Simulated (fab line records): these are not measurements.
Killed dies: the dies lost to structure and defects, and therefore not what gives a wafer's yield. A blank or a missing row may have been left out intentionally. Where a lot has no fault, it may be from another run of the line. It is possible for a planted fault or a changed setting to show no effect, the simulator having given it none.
What tool caused it?	flow n5_finfet	Sampling: 11 lots, 31 wafers, 4 of 1938 route steps

== WHAT EACH GAUGE READ, for each wafer ==
N5_BEOL_M8_THK_MEAS_01.
lot	measured	on	M8_ILD_THK (nm)
L827	day 10 01:12	film_metro-01	153.6 157.6 157.5
L834	day 10 22:01	film_metro-01	153.2 156.9 159.8
L833	day 11 03:38	film_metro-02	153.2 154.5 157.2
L832	day 11 05:37	film_metro-01	156.0 157.4 159.4
L835	day 11 07:52	film_metro-01	152.7 155.1 155.6
L837	day 12 02:19	film_metro-01	155.4 155.5 157.8
L841	day 12 19:07	film_metro-01	153.4 145.8
L847	day 13 23:59	film_metro-01	154.5 159.3 157.0
L848	day 15 06:31	film_metro-02	154.0 154.2 155.6
L850	day 15 16:15	film_metro-01	157.0 156.4 159.6
L849	day 16 09:31	film_metro-02	154.8 156.1

== TOOL THAT RAN EACH LOT (tool first, then ch and the chambers of the sampled wafers, then the start) ==
lot	N5_BEOL_M7_STRIP_80	N5_BEOL_M7_CURE_75	N5_BEOL_M8_ILD_DEP_00
L827	rie_diel-02 ch 0,3, day 9 22:25 or earlier	uv_cure-03 ch 2, day 9 22:25	pecvd-03 ch 0,2, day 10 00:37
L834	rie_diel-02 ch 1,2, day 10 18:35 or earlier	uv_cure-03 ch 1, day 10 18:35	pecvd-03 ch 1,2, day 10 20:54
L833	rie_diel-02 ch 1,2,3, day 11 00:08 or earlier	uv_cure-02 ch 2, day 11 00:08	pecvd-02 ch 0,2, day 11 03:03
L832	rie_diel-05 ch 0,2, day 11 01:59 or earlier	uv_cure-02 ch 0, day 11 01:59	pecvd-01 ch 0,1, day 11 04:50
L835	rie_diel-04 ch 2,3, day 11 04:51 or earlier	uv_cure-01 ch 1, day 11 04:51	pecvd-01 ch 0,2, day 11 07:17
L837	rie_diel-04 ch 0,2,3, day 11 22:46 or earlier	uv_cure-02 ch 2, day 11 22:46	pecvd-02 ch 0,2, day 12 01:29
L841	rie_diel-04 ch 1,2, day 12 16:22 or earlier	uv_cure-03 ch 2, day 12 16:22	pecvd-03 ch 0,1, day 12 18:32
L847	rie_diel-05 ch 2,3, day 13 21:05 or earlier	uv_cure-03 ch 2, day 13 21:05	pecvd-01 ch 0,2, day 13 23:25
L848	rie_diel-02 ch 0,1,2, day 15 02:40 or earlier	uv_cure-02 ch 1, day 15 02:40	pecvd-01 ch 0,2, day 15 05:34
L850	rie_diel-02 ch 0,1,2, day 15 12:14 or earlier	uv_cure-03 ch 2, day 15 12:14	pecvd-02 ch 0,1, day 15 15:39
L849	rie_diel-04 ch 0,1, day 16 06:38 or earlier	uv_cure-03 ch 0, day 16 06:38	pecvd-01 ch 0,2, day 16 08:57
- N5_BEOL_M7_STRIP_80: strips in N2/H2, time 10 s.
- N5_BEOL_M7_CURE_75: cures SiCOH lowk, time 120 s.
- N5_BEOL_M8_ILD_DEP_00: deposits SiCOH lowk from DEMS/porogen, target thk 179.75 nm, time 33.4 s.

== AS READ BY THE TOOLS THEMSELVES (means over the sampled wafers that have a number; for cases with no such wafer, the mark the record gives instead) ==
N5_BEOL_M7_STRIP_80.
lot	tool	drypump_motor_current_A (A)	oes_product_au (a.u.)	rf_vpp_V (V)	showerhead_plenum_p_Torr (Torr)	throttle_valve_pct (%)
L827	rie_diel-02	5.6	0.82	59.4	2.65	23.8
L834	rie_diel-02	5.7	0.89	59.1	2.55	23.9
L833	rie_diel-02	5.6	0.84	58.9	2.62	23.9
L832	rie_diel-05	6.0	0.82	58.3	2.52	23.6
L835	rie_diel-04	5.0	0.83	59.6	2.57	23.3
L837	rie_diel-04	5.1	0.84	58.9	2.60	23.2
L841	rie_diel-04	5.6	0.89	60.3	2.64	23.7
L847	rie_diel-05	5.5	0.90	59.2	2.50	23.8
L848	rie_diel-02	5.8	0.76	59.0	2.54	24.0
L850	rie_diel-02	5.9	0.76	58.6	2.54	24.0
L849	rie_diel-04	5.7	0.88	59.2	2.67	23.5

N5_BEOL_M7_CURE_75.
lot	tool	lamp_power_pct (%)	wafer_temp_C_max
L827	uv_cure-03	52.31	372.6
L834	uv_cure-03	52.31	371.2
L833	uv_cure-02	52.31	372.1
L832	uv_cure-02	52.29	371.4
L835	uv_cure-01	52.33	373.1
L837	uv_cure-02	52.32	372.6
L841	uv_cure-03	52.24	372.4
L847	uv_cure-03	52.34	371.9
L848	uv_cure-02	52.27	371.9
L850	uv_cure-03	52.34	372.5
L849	uv_cure-03	52.36	371.4

N5_BEOL_M8_ILD_DEP_00.
lot	tool	heater_power_w (W)	showerhead_plenum_p_Torr (Torr)	showerhead_vpp_V (V)	throttle_valve_pct (%)
L827	pecvd-03	317	5.746	1375	12.4
L834	pecvd-03	337	5.746	1405	12.7
L833	pecvd-02	343	5.759	1434	13.1
L832	pecvd-01	344	5.741	1331	13.6
L835	pecvd-01	305	5.729	1345	13.5
L837	pecvd-02	327	5.749	1430	13.1
L841	pecvd-03	410	5.760	1316	13.4
L847	pecvd-01	368	5.730	1318	13.1
L848	pecvd-01	361	5.726	1323	13.1
L850	pecvd-02	293	5.753	1390	13.8
L849	pecvd-01	321	5.735	1326	13.4

== THE ANSWER, worked out from the rows above alone ==
Rule: usual is defined by the lots themselves. Put in order of their means at a reading, lots are off if they are a third of the lots or fewer, leave a main group of 4 or more, and stand apart from it by a gap of 3 or more times the standard deviation of the main group's means; of several such gaps the widest counts. A main group is skipped when, at the precision printed for the reading in the tables above, its means are all equal. A lot without any number at a reading at which 4 lots or more have one is off too. Any other lot the step has rows for is counted as sound. Order of review: gauges by route order, followed by the tools' own readings, for which a lot's mean as printed above is used. The first step at which some lot is off is used, and at that step the reading that is off furthest; a lot without a number counts as furthest.
Off: L841, at N5_BEOL_M8_THK_MEAS_01 (M8_ILD_THK). The main group: mean 156.1 nm, standard deviation 1.1.
A tool fits if, at a process step before that reading, it ran every lot that is off, and no sound lot after the first of them. The gauges at N5_BEOL_M8_THK_MEAS_01 are tried like those tools. N5_BEOL_M7_STRIP_80 gives no start for some lots, so the hours and the order of its lots are those of N5_BEOL_M7_CURE_75. One fits: pecvd-03 at N5_BEOL_M8_ILD_DEP_00. A fault onset in the window from L834 (day 10 20:54, its last sound lot) to L841 (day 12 18:32, its first lot off) fits.

== WHAT HAD BEEN PUT IN BY THE SIMULATOR ==
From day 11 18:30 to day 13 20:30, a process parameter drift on pecvd-03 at N5_BEOL_M8_ILD_DEP_00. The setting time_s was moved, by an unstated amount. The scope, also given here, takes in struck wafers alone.
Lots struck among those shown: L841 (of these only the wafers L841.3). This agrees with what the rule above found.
